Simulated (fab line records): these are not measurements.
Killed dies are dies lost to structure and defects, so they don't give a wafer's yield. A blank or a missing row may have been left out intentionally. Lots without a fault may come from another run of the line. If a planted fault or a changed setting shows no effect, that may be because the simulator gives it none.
Split-lot trial ; flow n5Finfet ; 21 wafers read across 7 lots, on a route 1938 steps long

THE SPLIT
At N5_BEOL_M9_TRENCH_ETCH_37 (etches SiCOH lowk in C4F6/O2, target depth 151.43 nm, time 49 s), the setting timeS was moved away from the recipe's 49 s on 8 of the 21 wafers read, by -11.1% to +19.5%. The other wafers ran this setting at the recipe's value.

FROM THE SPLIT TO THE READING: what the file shows between them, 11 steps
- N5_BEOL_M9_ETCH_41: etches SiCN in CH3F/O2, target depth 36.6 nm, time 70.1 s
- N5_BEOL_M9_STRIP_80: strips in N2/H2, time 10 s
- N5_BEOL_M9_OCD_MEAS_38
- N5_BEOL_M9_HM_STRIP_39: strips TiN in peroxide tin strip, target depth 25 nm, time 158 s
- N5_BEOL_M9_SRD_40: time 30 s
- N5_BEOL_M9_ECD_50: material Cu, target thk 318 nm
- N5_BEOL_M9_ANNEAL_51: time 90 s
- N5_BEOL_M9_CMP_52: polishes, stops on SiCOH lowk, t overpolish 7 s, target thk 140 nm
- N5_BEOL_M9_THK_MEAS_53: measures by xrf
- N5_BEOL_M9_PRE_CLEAN_55: time 15 s
- N5_BEOL_M9_DEP_56: deposits SiCN from 3MS/NH3, target thk 15 nm, time 26.5 s

THE READING
Measured at N5_BEOL_M9_RS_MEAS_57 by four-point probe: M9_RS, in ohm/sq. A value of 0.153 ohm/sq with a standard deviation of 0.0053 ohm/sq is what fault-free wafers of this fab line usually give.

wafer;tool, chamber at the split;timeS as run, s;against the recipe;M9_RS, ohm/sq;against lot-mates on the recipe
L075.1;rieDiel-01, 2;43.54;-11.1%;0.174;+0.021
L075.3;rieDiel-01, 1;43.54;-11.1%;0.177;+0.024
L075.4;rieDiel-01, 2;49;recipe;0.153;-
L078.2;rieDiel-02, 2;49;recipe;0.149;-
L078.4;rieDiel-02, 1;55.44;+13.1%;0.130;-0.019
L078.5;rieDiel-02, 3;55.44;+13.1%;0.132;-0.017
L077.2;rieDiel-01, 3;49;recipe;0.159;-
L077.3;rieDiel-01, 2;49;recipe;0.150;-
L077.6;rieDiel-01, 1;49;recipe;0.151;-
L082.2;rieDiel-02, 1;49;recipe;0.148;-
L082.4;rieDiel-02, 2;58.56;+19.5%;0.120;-0.028
L082.6;rieDiel-02, 0;58.56;+19.5%;0.126;-0.022
L084.1;rieDiel-02, 3;49;recipe;0.155;-
L084.3;rieDiel-02, 2;49;recipe;0.152;-
L084.6;rieDiel-02, 3;49;recipe;0.157;-
L091.1;rieDiel-03, 3;45.64;-6.9%;0.163;+0.013
L091.2;rieDiel-03, 2;49;recipe;0.150;-
L091.3;rieDiel-03, 1;45.64;-6.9%;0.165;+0.015
L095.3;rieDiel-02, 0;49;recipe;0.155;-
L095.5;rieDiel-02, 2;49;recipe;0.151;-
L095.6;rieDiel-02, 1;49;recipe;0.153;-

THE FIT
A straight line over all 21 wafers: M9_RS changes by -0.00166 ohm/sq for each +1% of timeS; r = -0.98; the points scatter about the line by 0.0032 ohm/sq.
The same after taking each lot's own level away (the mean of its wafers on the recipe; 21 wafers): -0.00151 ohm/sq for each +1%; r = -0.97; scatter 0.0031 ohm/sq.
On that fit, the largest move of timeS shifts the reading by 0.029 ohm/sq.
Measured against the standard deviation above, the lots' own levels, which go from 0.1480 to 0.1547 ohm/sq, span 1.3 times it.
So the lot-to-lot level changes the slope: the two fits differ.
Check: -0.0279 ohm/sq against its lot-mates is what the line predicts for one of the wafers moved furthest among these (+19.5%) when that wafer is left out of the fit. Against them it came out at -0.028 ohm/sq.

ADDITIONAL SPLITS CARRIED BY THESE WAFERS
Other splits were also applied to these wafers ahead of the reading. Each is held against what the fit with the lots' levels taken away leaves over:
other split on the same wafers;wafers away from the commonest value;r with M9_RS (lot level and that fit taken away)
N5_BEOL_M7_ETCH_66 timeS;8;-0.38
N5_BEOL_M7_TRENCH_ETCH_37 biasW;8;+0.01
N5_BEOL_M8_EXPOSE_25 doseMj;8;+0.22
N5_BEOL_M9_ETCH_66 timeS;8;-0.26

THE WHOLE CHAIN: every reading that the file lists as answering this split, in the file's order
step;what it does;reading;change (the file's fit);r (the file's)
N5_BEOL_M9_TRENCH_ETCH_37;etches SiCOH lowk in C4F6/O2, target depth 151.43 nm, time 49 s;BEOL_M9.featureDepthNm (the simulator's own value, which no gauge read);+1.41 nm for each +1% of the setting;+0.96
N5_BEOL_M9_TRENCH_ETCH_37;etches SiCOH lowk in C4F6/O2, target depth 151.43 nm, time 49 s;etch.depthNm (the simulator's own value, which no gauge read);+1.42 nm for each +1% of the setting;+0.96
N5_BEOL_M9_OCD_MEAS_38;;trenchDepthNm;+1.42 nm for each +1% of the setting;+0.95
N5_BEOL_M9_CMP_52;polishes, stops on SiCOH lowk, t overpolish 7 s, target thk 140 nm;Cu_of_BEOL_M9_ECD_50.thkNm (the simulator's own value, which no gauge read);+1.39 nm for each +1% of the setting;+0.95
N5_BEOL_M9_THK_MEAS_53;measures by xrf;M9_THK;+1.41 for each +1% of the setting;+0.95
N5_BEOL_M9_RS_MEAS_57;measures by four-point-probe;M9_RS;-0.0015 for each +1% of the setting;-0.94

THE FILE'S OWN FIT
M9_RS changes by -0.0015 ohm/sq for each +1% of timeS, r = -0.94.
